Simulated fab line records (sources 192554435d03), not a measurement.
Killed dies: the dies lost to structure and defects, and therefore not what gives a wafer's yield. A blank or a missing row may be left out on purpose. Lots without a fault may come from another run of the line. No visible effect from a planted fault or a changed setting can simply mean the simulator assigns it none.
Matching of chambers || flow n5Finfet || N5_BEOL_M9_ETCH_66 on rieDiel-04 has 3 sister chambers
The step etches SOC in N2/H2, target depth 80 nm, overetch 16 nm, time 120 s. 3 wafers are shown with their chamber, then 7 later ones without.

EACH WAFER AND ITS CHAMBER
{"wafer": "L083.1", "chamber": 2, "showerheadPlenumPTorr (Torr)": 2.52}
{"wafer": "L086.1", "chamber": 0, "showerheadPlenumPTorr (Torr)": 2.68}
{"wafer": "L086.2", "chamber": 1, "showerheadPlenumPTorr (Torr)": 2.53}

WAFERS WHOSE CHAMBER IS MISSING
{"wafer": "L086.6", "showerheadPlenumPTorr (Torr)": 2.53}
{"wafer": "L093.1", "showerheadPlenumPTorr (Torr)": 2.67}
{"wafer": "L093.3", "showerheadPlenumPTorr (Torr)": 2.53}
{"wafer": "L093.6", "showerheadPlenumPTorr (Torr)": 2.67}
{"wafer": "L095.1", "showerheadPlenumPTorr (Torr)": 2.53}
{"wafer": "L095.2", "showerheadPlenumPTorr (Torr)": 2.67}
{"wafer": "L095.5", "showerheadPlenumPTorr (Torr)": 2.53}

THE CHAMBER EACH PASSED THROUGH
{"wafer": "L086.6", "from the rows above": "can't be placed: 1 or 2", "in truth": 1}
{"wafer": "L093.1", "from the rows above": 0, "in truth": 0}
{"wafer": "L093.3", "from the rows above": "can't be placed: 1 or 2", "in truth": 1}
{"wafer": "L093.6", "from the rows above": 0, "in truth": 0}
{"wafer": "L095.1", "from the rows above": "can't be placed: 1 or 2", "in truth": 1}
{"wafer": "L095.2", "from the rows above": 0, "in truth": 0}
{"wafer": "L095.5", "from the rows above": "can't be placed: 1 or 2", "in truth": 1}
Placed correctly: 3 of 7. Cannot be placed on the basis of these rows: 4; the candidates contain the true chamber in 4. Number placed wrongly: 0.
How it was worked out, from the rows above alone: a wafer's distance from a chamber is the root of the sum, over the readings, of the square of ((its reading less the chamber's mean) divided by the reading's scatter). The wafer belongs to the nearest chamber; if the next one is less than 2 further off, it can't be placed. A chamber's mean is the mean of its shown wafers. The scatter (one wafer shown for each chamber): square how far every hidden wafer sits from the nearest shown wafer, average those squares and take the square root.
